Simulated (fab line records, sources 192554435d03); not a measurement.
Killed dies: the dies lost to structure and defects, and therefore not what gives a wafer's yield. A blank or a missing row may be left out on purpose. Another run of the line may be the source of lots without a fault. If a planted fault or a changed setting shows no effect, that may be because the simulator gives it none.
fab line records + flow n5Finfet
record
- lots=11
- wafers=31
- lastDay=17
route steps=1938 shown HKMG_FIN@402 PASSIVATION@1936
lots untouched by any fault: they come from a run of this same line in which no faults occurred
startH: hours from the record's first day to the start of the lot's first wafer shown + waitH: hours elapsed since this lot's preceding step + " as in the row above + L1.1+2: several wafers, shown together as one row + - no value present, or no start provided + * or withheld: withheld + < > ~ a bound
route shown NAME@n: names a module that has steps shown in the file, with the first one's number in the route + usual: average and standard deviation across the fault-free wafers + same: alike in all rows + chamber/n: place in a boat + sites: the reading at each site + _std_site: how widely they spread, as a standard deviation + _edge_site: the outer-site mean with the inner-site mean subtracted + radiusMm: how far each site lies from the wafer's centre + mask NAME#n: copy n + behind: the tool/chamber that last shaped the wafer + hold: reason for holding the lot/hours on hold/outcome of the hold + device: the n, p or np transistor that did not switch + end of line: at the end of the route, the tests of the same wafers + where a step has no rows: the recipe by itself + killed: dies that structure and defects cost at the first sort, which is not the same as the wafer's yield + map: dies across one wafer; x = killed, . = not, _ = none there
set.NAME: the run value of the setting; set.NAME@STEP: its run value at that earlier step + model.NAME: the simulator's own value behind a step, which no gauge read
a sample of lots followed through the steps of the route, with each step as a table and each wafer as a row
services: a tool's chamber out of use, with start hour (startH, from the record's first day; less than 0 if before it), hours out, and reason
## steps
# step N5_HKMG_FIN_ETCH_54
# recipe
- chemistry=CF4
- target=SiARC
- targetDepthA=455
- maskMaterial=CAR-ArF
- timeS=75.8
- ionEnergyEv=80
- pressureMtorr=40
- sourceW=545
- biasW=36
- Ar_flow_sccm=100
- cf4FlowSccm=100
- ends=cleared
# usual
- drypumpMotorCurrentA=5.56/0.3
- etchRfOnTimeS=76.8/2.2
- oesProductAu=0.67/0.073
- rfFwdPowerW=540.3/1.8
- rfVppV=183.9/1.1
- showerheadPlenumPTorr=2.12/0.056
- throttleValvePct=15.62/0.23
| lot.wafer | tool       | chamber | startH | waitH | drypumpMotorCurrentA | etchRfOnTimeS | oesProductAu | rfFwdPowerW | rfHoursCounterH | rfVppV | showerheadPlenumPTorr | throttleValvePct |
|-----------|------------|---------|--------|-------|----------------------|---------------|--------------|-------------|-----------------|--------|-----------------------|------------------|
| L764.1    | rieDiel-06 | 3       | 82.39  | 0.0   | 5.93                 | 76.4          | 0.61         | 539.1       | 183             | 182.5  | 2.05                  | 15.82            |
| L764.2    | "          | 1       | "      | "     | 5.41                 | 73.8          | 0.87         | 537.4       | 0               | 184.0  | 2.19                  | 15.36            |
| L764.3    | "          | 0       | "      | "     | 6.00                 | 80.5          | 0.79         | 541.1       | 8               | 182.2  | 2.09                  | 15.27            |
| L767.1    | rieDiel-02 | 0       | 95.80  | 0.0   | 5.68                 | 78.1          | 0.63         | 538.3       | 180             | 182.0  | 2.05                  | 15.80            |
| L767.5    | "          | 3       | "      | "     | 5.75                 | 76.9          | 0.59         | 536.3       | -               | 183.0  | 2.11                  | 15.86            |
| L767.6    | "          | 2       | "      | "     | 5.65                 | 74.0          | 0.63         | 539.5       | -               | 182.9  | 2.13                  | 15.77            |
| L768.3    | rieDiel-02 | 3       | 103.42 | 0.0   | 5.74                 | 76.8          | 0.60         | 539.1       | 243             | 182.7  | 2.11                  | 15.87            |
| L768.4    | "          | 2       | "      | "     | 5.69                 | 74.4          | 0.63         | 538.7       | 182             | 183.9  | 2.12                  | 15.78            |
| L768.5    | "          | 0       | "      | "     | 5.68                 | 78.9          | 0.63         | 539.0       | -               | 183.1  | 2.05                  | 15.82            |
| L772.1    | rieDiel-03 | 1       | 126.92 | 0.0   | 5.20                 | 78.2          | 0.69         | 541.6       | 95              | 182.5  | 2.07                  | 15.47            |
| L772.4    | "          | 3       | "      | "     | 5.92                 | 79.9          | 0.63         | 544.9       | 146             | 183.7  | 2.12                  | 15.45            |
| L772.5    | "          | 3       | "      | "     | 5.94                 | 80.1          | 0.63         | 541.7       | -               | 183.9  | 2.12                  | 15.45            |
| L773.1    | rieDiel-06 | 3       | 135.23 | 0.0   | 5.93                 | 76.0          | 0.61         | 538.9       | 204             | 183.2  | 2.04                  | 15.86            |
| L773.6    | "          | 2       | "      | "     | 5.54                 | 73.4          | 0.75         | 541.2       | -               | 183.9  | 2.18                  | 15.50            |
| L774.2    | rieDiel-02 | 2       | 138.46 | 0.0   | 5.68                 | 74.8          | 0.62         | 540.6       | 197             | 183.0  | 2.12                  | 15.81            |
| L774.3    | "          | 0       | "      | "     | 5.67                 | 78.4          | 0.62         | 537.0       | 199             | 182.7  | 2.04                  | 15.84            |
| L774.6    | "          | 2       | "      | "     | 5.67                 | 74.7          | 0.61         | 540.2       | -               | 184.7  | 2.12                  | 15.80            |
| L780.1    | rieDiel-06 | 1       | 173.59 | 0.0   | 5.42                 | 73.5          | 0.78         | 536.1       | 35              | 184.9  | 2.18                  | 15.44            |
| L780.3    | "          | 0       | "      | "     | 6.00                 | 79.9          | 0.73         | 540.1       | 36              | 183.2  | 2.08                  | 15.32            |
| L781.2    | rieDiel-02 | 2       | 183.87 | 0.0   | 5.68                 | 75.4          | 0.61         | 541.3       | 217             | 183.7  | 2.11                  | 15.84            |
| L781.4    | "          | 0       | "      | "     | 5.70                 | 79.1          | 0.61         | 539.5       | 216             | 182.7  | 2.04                  | 15.87            |
| L781.5    | "          | 1       | "      | "     | 5.19                 | 77.6          | 0.63         | 539.4       | -               | 184.0  | 2.07                  | 16.07            |
| L783.2    | rieDiel-06 | 3       | 191.69 | 0.0   | 5.93                 | 76.3          | 0.59         | 539.6       | 219             | 184.1  | 2.04                  | 15.87            |
| L783.4    | "          | 1       | "      | "     | 5.40                 | 74.5          | 0.77         | 536.2       | 37              | 184.3  | 2.18                  | 15.45            |
| L783.6    | "          | 2       | "      | "     | 5.53                 | 73.1          | 0.74         | 538.6       | -               | 186.2  | 2.17                  | 15.54            |
| L784.1    | rieDiel-03 | 1       | 198.29 | 0.0   | 5.25                 | 76.4          | 0.68         | 539.7       | 121             | 183.3  | 2.06                  | 15.50            |
| L784.2    | "          | 3       | "      | "     | 5.88                 | 78.8          | 0.62         | 541.8       | 173             | 183.6  | 2.12                  | 15.52            |
| L784.4    | "          | 0       | "      | "     | 5.09                 | 73.2          | 0.59         | 537.2       | 246             | 183.4  | 2.20                  | 15.62            |
| L786.2    | rieDiel-03 | 0       | 210.31 | 0.0   | 5.09                 | 74.2          | 0.59         | 540.5       | 250             | 182.7  | 2.20                  | 15.65            |
| L786.5    | "          | 1       | "      | "     | 5.22                 | 78.1          | 0.67         | 542.6       | -               | 184.3  | 2.06                  | 15.51            |
| L786.6    | "          | 0       | "      | "     | 5.09                 | 73.7          | 0.59         | 540.2       | -               | 184.9  | 2.20                  | 15.65            |
# step N5_HKMG_FIN_STRIP_60
# recipe
- chemistry=N2/H2
- powerW=2500
- tempC=300
- h2Frac=0.65
- timeS=360
- pressureMtorr=withheld
- n2FlowSccm=1750
- h2FlowSccm=3250
# usual
- drypumpMotorCurrentA=5.4/0.63
- heaterPowerW=431/11
| lot.wafer | tool           | chamber | startH | waitH | drypumpMotorCurrentA | heaterPowerW | rfHoursCounterH |
|-----------|----------------|---------|--------|-------|----------------------|--------------|-----------------|
| L764.1    | plasmaAsher-02 | 1       | 83.24  | 0.0   | 6.2                  | 432          | 89              |
| L764.2    | "              | 0       | "      | "     | 4.8                  | 416          | 89              |
| L764.3    | "              | 0       | "      | "     | 4.8                  | 418          | -               |
| L767.1    | plasmaAsher-02 | 1       | 96.64  | 0.0   | 6.2                  | 436          | 93              |
| L767.5    | "              | 0       | "      | "     | 4.8                  | 424          | -               |
| L767.6    | "              | 1       | "      | "     | 6.2                  | 433          | -               |
| L768.3    | plasmaAsher-01 | 1       | 104.55 | 0.1   | 4.8                  | 436          | -               |
| L768.4    | "              | 0       | "      | "     | 5.9                  | 432          | -               |
| L768.5    | "              | 0       | "      | "     | 5.9                  | 434          | -               |
| L772.1    | plasmaAsher-01 | 0       | 127.89 | 0.1   | 5.9                  | 434          | 48              |
| L772.4    | "              | 1       | "      | "     | 4.7                  | 432          | -               |
| L772.5    | "              | 1       | "      | "     | 4.7                  | 446          | -               |
| L773.1    | plasmaAsher-01 | 1       | 136.08 | 0.0   | 4.7                  | 448          | 51              |
| L773.6    | "              | 0       | "      | "     | 5.9                  | 432          | -               |
| L774.2    | plasmaAsher-02 | 0       | 139.30 | 0.0   | 4.8                  | 410          | 98              |
| L774.3    | "              | 0       | "      | "     | 4.8                  | 417          | -               |
| L774.6    | "              | 0       | "      | "     | 4.8                  | 411          | -               |
| L780.1    | plasmaAsher-02 | 0       | 174.43 | 0.0   | 4.8                  | 414          | 104             |
| L780.3    | "              | 0       | "      | "     | 4.8                  | 411          | -               |
| L781.2    | plasmaAsher-01 | 1       | 184.72 | 0.0   | 4.7                  | 448          | 62              |
| L781.4    | "              | 1       | "      | "     | 4.7                  | 453          | -               |
| L781.5    | "              | 0       | "      | "     | 5.9                  | 431          | -               |
| L783.2    | plasmaAsher-01 | 1       | 192.53 | 0.0   | 4.8                  | 429          | 64              |
| L783.4    | "              | 1       | "      | "     | 4.7                  | 424          | -               |
| L783.6    | "              | 0       | "      | "     | 5.9                  | 435          | -               |
| L784.1    | plasmaAsher-02 | 0       | 199.14 | 0.0   | 4.9                  | 413          | 110             |
| L784.2    | "              | 1       | "      | "     | 6.2                  | 437          | 110             |
| L784.4    | "              | 0       | "      | "     | 4.8                  | 429          | -               |
| L786.2    | plasmaAsher-01 | 1       | 211.15 | 0.0   | 4.7                  | 449          | 67              |
| L786.5    | "              | 1       | "      | "     | 4.7                  | 444          | -               |
| L786.6    | "              | 0       | "      | "     | 5.9                  | 438          | -               |
# step N5_HKMG_FIN_ALD_79
# recipe
- material=TiN
- targetThkA=15
- tempC=400
- aldPrecursorFamily=TiCl4
- aldCoReactant=NH3
- pulseTimeS=1
- purgeTimeS=3
- coReactantPurgeTimeS=2
- coReactantPulseTimeS=2
- aldCycles=68
- pressureTorr=3
# usual
- heaterPowerW=909/72
- precursorPulseHeightRel=1.001/0.02
| lot.wafer | tool        | chamber | startH | waitH | heaterPowerW | precursorPulseHeightRel |
|-----------|-------------|---------|--------|-------|--------------|-------------------------|
| L764.1    | aldMetal-04 | 3       | 83.73  | 0.0   | 900          | 1.012                   |
| L764.2    | "           | 1       | "      | "     | 958          | 0.967                   |
| L764.3    | "           | 0       | "      | "     | 855          | 1.024                   |
| L767.1    | aldMetal-03 | 3       | 97.13  | 0.0   | 939          | 0.986                   |
| L767.5    | "           | 0       | "      | "     | 858          | 0.999                   |
| L767.6    | "           | 2       | "      | "     | 1040         | 0.990                   |
| L768.3    | aldMetal-04 | 1       | 104.93 | 0.0   | 934          | 1.006                   |
| L768.4    | "           | 2       | "      | "     | 852          | 0.980                   |
| L768.5    | "           | 1       | "      | "     | 967          | 1.045                   |
| L772.1    | aldMetal-04 | 0       | 128.38 | 0.0   | 873          | 1.009                   |
| L772.4    | "           | 1       | "      | "     | 941          | 0.992                   |
| L772.5    | "           | 2       | "      | "     | 835          | 1.029                   |
| L773.1    | aldMetal-02 | 0       | 136.56 | 0.0   | 853          | 1.005                   |
| L773.6    | "           | 1       | "      | "     | 930          | 1.009                   |
| L774.2    | aldMetal-02 | 0       | 139.79 | 0.0   | 856          | 0.975                   |
| L774.3    | "           | 3       | "      | "     | 862          | 0.996                   |
| L774.6    | "           | 0       | "      | "     | 854          | 0.989                   |
| L780.1    | aldMetal-03 | 1       | 174.93 | 0.0   | 1045         | 0.958                   |
| L780.3    | "           | 2       | "      | "     | 1049         | 0.998                   |
| L781.2    | aldMetal-04 | 0       | 185.20 | 0.0   | 851          | 1.014                   |
| L781.4    | "           | 1       | "      | "     | 960          | 0.997                   |
| L781.5    | "           | 2       | "      | "     | 810          | 1.018                   |
| L783.2    | aldMetal-04 | 2       | 193.02 | 0.0   | 815          | 1.002                   |
| L783.4    | "           | 0       | "      | "     | 852          | 0.995                   |
| L783.6    | "           | 2       | "      | "     | 809          | 0.982                   |
| L784.1    | aldMetal-04 | 3       | 199.62 | 0.0   | 918          | 0.973                   |
| L784.2    | "           | 1       | "      | "     | 939          | 0.973                   |
| L784.4    | "           | 2       | "      | "     | 813          | 0.988                   |
| L786.2    | aldMetal-02 | 0       | 211.64 | 0.0   | 842          | 0.971                   |
| L786.5    | "           | 0       | "      | "     | 848          | 0.993                   |
| L786.6    | "           | 2       | "      | "     | 820          | 0.954                   |
# step N5_HKMG_FIN_WET_ETCH_81
# recipe
- chemistry=SC1
- target=TiN
- stopOn=HfO2
- mix=1:1:5
- tempC=60
- timeS=57
- targetDepthNm=6
# usual
- bathGuardTempC=60.1/0.43
| lot.wafer | tool        | chamber | startH | waitH | bathGuardTempC |
|-----------|-------------|---------|--------|-------|----------------|
| L764.1    | wetBench-01 | 7       | 84.45  | 0.0   | 59.7           |
| L764.2    | "           | 1       | "      | "     | 60.1           |
| L764.3    | "           | 2       | "      | "     | 59.9           |
| L767.1    | wetBench-02 | 5       | 97.91  | 0.0   | 61.1           |
| L767.5    | "           | 4       | "      | "     | 59.3           |
| L767.6    | "           | 1       | "      | "     | 60.3           |
| L768.3    | wetBench-01 | 1       | 105.62 | 0.0   | 59.6           |
| L768.4    | "           | 2       | "      | "     | 59.8           |
| L768.5    | "           | 5       | "      | "     | 59.7           |
| L772.1    | wetBench-01 | 3       | 129.07 | 0.0   | 60.2           |
| L772.4    | "           | 7       | "      | "     | 59.8           |
| L772.5    | "           | 2       | "      | "     | 60.2           |
| L773.1    | wetBench-01 | 6       | 137.23 | 0.0   | 60.9           |
| L773.6    | "           | 0       | "      | "     | 60.1           |
| L774.2    | wetBench-05 | 4       | 140.46 | 0.0   | 59.6           |
| L774.3    | "           | 5       | "      | "     | 59.9           |
| L774.6    | "           | 3       | "      | "     | 60.1           |
| L780.1    | wetBench-01 | 4       | 175.66 | 0.0   | 60.5           |
| L780.3    | "           | 1       | "      | "     | 59.7           |
| L781.2    | wetBench-01 | 2       | 185.89 | 0.0   | 59.7           |
| L781.4    | "           | 3       | "      | "     | 60.2           |
| L781.5    | "           | 1       | "      | "     | 59.8           |
| L783.2    | wetBench-02 | 0       | 193.68 | 0.0   | 59.3           |
| L783.4    | "           | 7       | "      | "     | 60.0           |
| L783.6    | "           | 2       | "      | "     | 59.5           |
| L784.1    | wetBench-05 | 4       | 200.29 | 0.0   | 60.0           |
| L784.2    | "           | 0       | "      | "     | 60.6           |
| L784.4    | "           | 3       | "      | "     | 59.8           |
| L786.2    | wetBench-02 | 2       | 212.31 | 0.0   | 59.4           |
| L786.5    | "           | 7       | "      | "     | 60.3           |
| L786.6    | "           | 6       | "      | "     | 59.5           |
# step N5_HKMG_FIN_INSPECT_14
# recipe
- mode=adi
- inspectInstrument=macro
# usual
- rawDefectCount=2.2/1.5
| lot.wafer | tool             | chamber | startH | waitH | rawDefectCount |
|-----------|------------------|---------|--------|-------|----------------|
| L764.1    | defectInspect-01 | -       | 85.62  | 0.0   | 3              |
| L764.2    | "                | -       | "      | "     | 1              |
| L764.3    | "                | -       | "      | "     | 1              |
| L767.1    | defectInspect-01 | -       | 99.29  | 0.0   | 3              |
| L767.5    | "                | -       | "      | "     | 0              |
| L767.6    | "                | -       | "      | "     | 1              |
| L768.3    | defectInspect-01 | -       | 106.79 | 0.0   | 3              |
| L768.4    | "                | -       | "      | "     | 1              |
| L768.5    | "                | -       | "      | "     | 7              |
| L772.1    | defectInspect-01 | -       | 130.37 | 0.0   | 4              |
| L772.4    | "                | -       | "      | "     | 1              |
| L772.5    | "                | -       | "      | "     | 1              |
| L773.1    | defectInspect-01 | -       | 139.44 | 0.0   | 0              |
| L773.6    | "                | -       | "      | "     | 3              |
| L774.2    | defectInspect-01 | -       | 141.76 | 0.0   | 1              |
| L774.3    | "                | -       | "      | "     | 3              |
| L774.6    | "                | -       | "      | "     | 1              |
| L780.1    | defectInspect-02 | -       | 176.84 | 0.0   | 3              |
| L780.3    | "                | -       | "      | "     | >300           |
| L781.2    | defectInspect-01 | -       | 187.20 | 0.0   | 1              |
| L781.4    | "                | -       | "      | "     | 3              |
| L781.5    | "                | -       | "      | "     | >300           |
| L783.2    | defectInspect-02 | -       | 194.99 | 0.0   | 1              |
| L783.4    | "                | -       | "      | "     | 1              |
| L783.6    | "                | -       | "      | "     | 2              |
| L784.1    | defectInspect-01 | -       | 201.59 | 0.0   | 5              |
| L784.2    | "                | -       | "      | "     | 4              |
| L784.4    | "                | -       | "      | "     | 1              |
| L786.2    | defectInspect-02 | -       | 213.48 | 0.0   | 1              |
| L786.5    | "                | -       | "      | "     | 3              |
| L786.6    | "                | -       | "      | "     | 2              |
# step N5_PASSIVATION_PROBE_49
# usual
- killed_at_M0_to_M3=34/8.9
- killed_at_M4_up=13/4.6
- killedAtContacts=12/5.5
- killedAtFrontEnd=41/11
- killedAtOther=3.1/2.9
- killedDies=102/16
- killedOnRim=13/4.2
- killedOpen=66/11
- killedShort=34/7.6
# same
- grossDies=1180
- killedAtBackSide=0
| lot.wafer | tool      | chamber | startH | waitH | killed_at_M0_to_M3 | killed_at_M4_up | killedAtContacts | killedAtFrontEnd | killedAtOther | killedDies | killedOnRim | killedOpen | killedShort |
|-----------|-----------|---------|--------|-------|--------------------|-----------------|------------------|------------------|---------------|------------|-------------|------------|-------------|
| L774.2    | prober-01 | -       | 326.41 | 0.1   | 23                 | 8               | 9                | 32               | 3             | 75         | 14          | 46         | 29          |
| L774.6    | prober-01 | -       | 326.61 | 0.3   | 34                 | 12              | 9                | 44               | 4             | 103        | 15          | 71         | 31          |
| L780.1    | prober-01 | -       | 374.09 | 0.0   | 33                 | 17              | 10               | 53               | 5             | 118        | 14          | 73         | 44          |
| L780.3    | prober-01 | -       | 374.19 | 0.1   | 29                 | 19              | 4                | 211              | 4             | 267        | 16          | 75         | 36          |
| L781.2    | prober-02 | -       | 374.35 | 0.1   | 32                 | 9               | 10               | 47               | 3             | 101        | 13          | 75         | 26          |
| L781.4    | prober-02 | -       | 374.45 | 0.2   | 36                 | 15              | 10               | 39               | 2             | 102        | 12          | 62         | 40          |
| L781.5    | prober-02 | -       | 374.50 | 0.2   | 27                 | 10              | 6                | 182              | 2             | 227        | 12          | 55         | 20          |
# killed by level:class
L774.2 STI_FIN_REVEAL:geometricParticle:open=8 FIN_SAQP:geometricParticle:short=6 BEOL_M0_SAQP:geometricParticle:short=6 BEOL_M2:geometricParticle:open=6 MOL_CONTACT_COAG:geometricParticle:open=5 FIN_SAQP:geometricParticle:open=4 MOL_CONTACT_COAG:geometricParticle:short=4 BEOL_M2:geometricParticle:short=3
L774.6 STI_FIN_REVEAL:geometricParticle:open=16 FIN_SAQP:geometricParticle:open=9 MOL_CONTACT_COAG:geometricParticle:open=8 BEOL_M0_SAQP:geometricParticle:short=8 BEOL_M4:geometricParticle:open=7 BEOL_M0_SAQP:geometricParticle:open=6 FIN_SAQP:geometricParticle:short=4 BEOL_M0:geometricParticle:open=4
L780.1 FIN_SAQP:geometricParticle:short=14 STI_FIN_REVEAL:geometricParticle:open=12 MOL_CONTACT_COAG:geometricParticle:open=9 FIN_SAQP:geometricParticle:open=8 DUMMY_GATE:geometricParticle:open=7 BEOL_M4:geometricParticle:open=7 BEOL_M0_SAQP:geometricParticle:short=6 BEOL_M0_SAQP:geometricParticle:open=5
L780.3 HKMG_FIN:unspecified=156 FIN_SAQP:geometricParticle:short=14 STI_FIN_REVEAL:geometricParticle:open=14 FIN_SAQP:geometricParticle:open=11 BEOL_M0_SAQP:geometricParticle:open=8 BEOL_M0_SAQP:geometricParticle:short=6 BEOL_M1:geometricParticle:open=6 BEOL_M4:geometricParticle:short=5
L781.2 FIN_SAQP:geometricParticle:open=15 BEOL_M1:geometricParticle:open=13 MOL_CONTACT_COAG:geometricParticle:open=10 FIN_SAQP:geometricParticle:short=5 STI_FIN_REVEAL:geometricParticle:open=5 BEOL_M0_SAQP:geometricParticle:open=5 STI_FIN_REVEAL:geometricParticle:short=4 GATE_CUT:geometricParticle:open=4
L781.4 BEOL_M3:geometricParticle:open=9 FIN_SAQP:geometricParticle:short=8 BEOL_M1:geometricParticle:open=8 MOL_CONTACT_COAG:geometricParticle:open=7 GATE_CUT:geometricParticle:open=6 BEOL_M0_SAQP:geometricParticle:short=6 FIN_SAQP:geometricParticle:open=5 GATE_CUT:geometricParticle:short=5
L781.5 HKMG_FIN:unspecified=152 FIN_SAQP:geometricParticle:short=10 FIN_SAQP:geometricParticle:open=8 BEOL_M1:geometricParticle:open=8 BEOL_M3:geometricParticle:open=8 MOL_CONTACT_COAG:geometricParticle:open=6 DUMMY_GATE:geometricParticle:open=5 BEOL_M2:geometricParticle:open=4
## services
| tool           | chamber | startH | hours | kind   |
|----------------|---------|--------|-------|--------|
| aldMetal-04    | -       | 60.26  | 8.7   | pm     |
| aldMetal-03    | 3       | 61.44  | 3.0   | repair |
| rieDiel-03     | -       | 61.54  | 5.7   | repair |
| rieDiel-02     | 0       | 68.45  | 6.2   | repair |
| plasmaAsher-01 | -       | 84.16  | 4.3   | pm     |
| aldMetal-03    | 1       | 86.04  | 14.5  | repair |
| rieDiel-02     | -       | 91.15  | 2.8   | pm     |
| rieDiel-06     | 0       | 91.22  | 16.7  | repair |
| plasmaAsher-02 | -       | 101.08 | 0.9   | repair |
| aldMetal-03    | 0       | 105.20 | 1.5   | repair |
| rieDiel-02     | 1       | 112.26 | 2.7   | repair |
| plasmaAsher-02 | -       | 121.91 | 15.6  | pm     |
| aldMetal-04    | -       | 125.67 | 0.7   | repair |
| aldMetal-02    | 2       | 133.25 | 9.4   | repair |
| plasmaAsher-02 | -       | 140.75 | 5.2   | repair |
| rieDiel-06     | 3       | 143.16 | 8.3   | repair |
| wetBench-02    | -       | 160.49 | 4.4   | pm     |
| aldMetal-03    | 0       | 172.35 | 26.0  | repair |
| rieDiel-06     | -       | 174.34 | 14.6  | pm     |
| rieDiel-02     | -       | 198.01 | 0.6   | repair |
| aldMetal-02    | -       | 199.16 | 4.3   | pm     |
| rieDiel-02     | 1       | 204.08 | 6.8   | repair |
| aldMetal-02    | 3       | 207.40 | 16.6  | repair |
| aldMetal-04    | 1       | 211.18 | 24.9  | repair |
## key
firstSign
- step=N5_HKMG_FIN_INSPECT_14
- reading=rawDefectCount
- direction=up
- sigmas=99+
- usual=2.2
- struck=>300
effect
- step=N5_PASSIVATION_PROBE_49
- reading=killedAtFrontEnd
- direction=up
- sigmas=14
- usual=41
- struck=196
moreKillsBornAt
- N5_HKMG_FIN_WET_ETCH_81@wetBench-01=308
metAt N5_HKMG_FIN_WET_ETCH_81
struckLots L780,L781
struckWafers L780.3,L781.5
testerLeftOut L780,L781
notActingAt N5_HKMG_FIN_ETCH_54,N5_HKMG_FIN_STRIP_60,N5_HKMG_FIN_ALD_79
onsetBetween 105.62 175.66
fault
- kind=chamberParticleSource
- tool=wetBench-01
- chamber=1
- onsetH=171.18
- steps=N5_HKMG_FIN_WET_ETCH_81
- ratePerVisitCm2=1.809
- endH=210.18
# testerLeftOut: of these lots the tester's yield and bins aren't shown, on N5 and GAA mostly nor the transistor test; their killed dies are dies lost to structure and defects alone, not to doping, threshold or leakage, so they don't give the yield
